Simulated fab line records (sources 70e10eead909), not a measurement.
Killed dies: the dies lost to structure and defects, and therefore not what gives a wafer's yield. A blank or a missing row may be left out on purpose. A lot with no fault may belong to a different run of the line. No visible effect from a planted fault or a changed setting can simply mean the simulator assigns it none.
Matching of chambers + flow nand_harc + NHARC_A_CONTACT_DESCUM_47 on rie_diel-13: 4 sister chambers
The step chemistry O2, time 3 s. 27 wafers are shown with their chamber, then 12 later ones without.

EACH WAFER AND ITS CHAMBER
| wafer  | chamber | drypump_motor_current_A (A) | showerhead_plenum_p_Torr (Torr) | oes_product_au (a.u.) |
|--------|---------|-----------------------------|---------------------------------|-----------------------|
| L077.1 | 0       | 5.0                         | 1.77                            | 1.028                 |
| L077.5 | 2       | 6.4                         | 1.84                            | 0.996                 |
| L077.6 | 3       | 5.5                         | 1.82                            | 0.998                 |
| L080.4 | 2       | 6.4                         | 1.84                            | 0.992                 |
| L080.5 | 1       | 6.2                         | 1.77                            | 0.994                 |
| L080.6 | 0       | 5.0                         | 1.77                            | 1.002                 |
| L082.4 | 0       | 5.0                         | 1.77                            | 1.000                 |
| L082.5 | 1       | 6.2                         | 1.77                            | 0.990                 |
| L082.6 | 0       | 5.0                         | 1.77                            | 1.002                 |
| L081.1 | 1       | 6.2                         | 1.77                            | 0.989                 |
| L081.2 | 0       | 5.0                         | 1.77                            | 1.006                 |
| L081.3 | 3       | 5.4                         | 1.82                            | 1.000                 |
| L083.3 | 2       | 6.4                         | 1.83                            | 0.989                 |
| L083.5 | 1       | 6.2                         | 1.76                            | 0.998                 |
| L083.6 | 2       | 6.4                         | 1.83                            | 0.982                 |
| L084.2 | 0       | 5.0                         | 1.77                            | 0.994                 |
| L084.3 | 1       | 6.2                         | 1.76                            | 0.985                 |
| L084.6 | 2       | 6.4                         | 1.83                            | 0.997                 |
| L085.1 | 1       | 6.2                         | 1.76                            | 1.006                 |
| L085.4 | 0       | 5.0                         | 1.77                            | 1.010                 |
| L085.6 | 0       | 5.0                         | 1.77                            | 1.015                 |
| L088.1 | 1       | 6.2                         | 1.76                            | 1.010                 |
| L088.2 | 2       | 6.4                         | 1.83                            | 1.006                 |
| L088.4 | 0       | 5.0                         | 1.77                            | 1.007                 |
| L091.1 | 3       | 5.4                         | 1.81                            | 0.992                 |
| L091.4 | 1       | 6.2                         | 1.76                            | 0.999                 |
| L091.6 | 0       | 5.0                         | 1.76                            | 1.002                 |

SIGNATURES (means of the wafers above)
| reading                  | chamber 0 | chamber 1 | chamber 2 | chamber 3 | scatter within a chamber |
|--------------------------|-----------|-----------|-----------|-----------|--------------------------|
| drypump_motor_current_A  | 5.000     | 6.200     | 6.400     | 5.433     | 0.017                    |
| showerhead_plenum_p_Torr | 1.7690    | 1.7637    | 1.8333    | 1.8167    | 0.00456                  |
| oes_product_au           | 1.00660   | 0.99638   | 0.99367   | 0.99667   | 0.00857                  |
Rule: distance of a wafer from a chamber = root of the sum over the readings of ((wafer's reading minus chamber's mean) / reading's scatter) squared. If the next closest chamber is less than 2 further off than the closest, the wafer can't be placed; otherwise it belongs to the closest. The scatter: the root of (the sum of the squares of (reading less its chamber's mean) over the shown wafers, divided by (wafers less chambers)).

WAFERS WITH NO CHAMBER GIVEN
| wafer  | drypump_motor_current_A (A) | showerhead_plenum_p_Torr (Torr) | oes_product_au (a.u.) |
|--------|-----------------------------|---------------------------------|-----------------------|
| L090.3 | 5.5                         | 1.81                            | 1.007                 |
| L090.5 | 5.5                         | 1.81                            | 0.993                 |
| L090.6 | 6.4                         | 1.83                            | 0.979                 |
| L093.1 | 5.0                         | 1.76                            | 0.997                 |
| L093.4 | 6.4                         | 1.83                            | 0.996                 |
| L093.5 | 6.2                         | 1.76                            | 1.004                 |
| L096.1 | 6.2                         | 1.76                            | 1.004                 |
| L096.4 | 5.0                         | 1.76                            | 1.006                 |
| L096.5 | 5.0                         | 1.76                            | 1.003                 |
| L097.2 | 6.2                         | 2.08                            | 1.006                 |
| L097.3 | 5.5                         | 1.81                            | 0.989                 |
| L097.6 | 6.4                         | 1.83                            | 1.006                 |

EACH ONE'S CHAMBER
| wafer  | from the rows above | in truth                   |
|--------|---------------------|----------------------------|
| L090.3 | 3                   | 3                          |
| L090.5 | 3                   | 3                          |
| L090.6 | 2                   | 2                          |
| L093.1 | 0                   | 0                          |
| L093.4 | 2                   | 2                          |
| L093.5 | 1                   | 1                          |
| L096.1 | 1                   | 1                          |
| L096.4 | 0                   | 0                          |
| L096.5 | 0                   | 0                          |
| L097.2 | 2                   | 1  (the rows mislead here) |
| L097.3 | 3                   | 3                          |
| L097.6 | 2                   | 2                          |
Correct placement for 11 of the 12. From these rows, 0 cannot be placed. 1 placed wrongly.
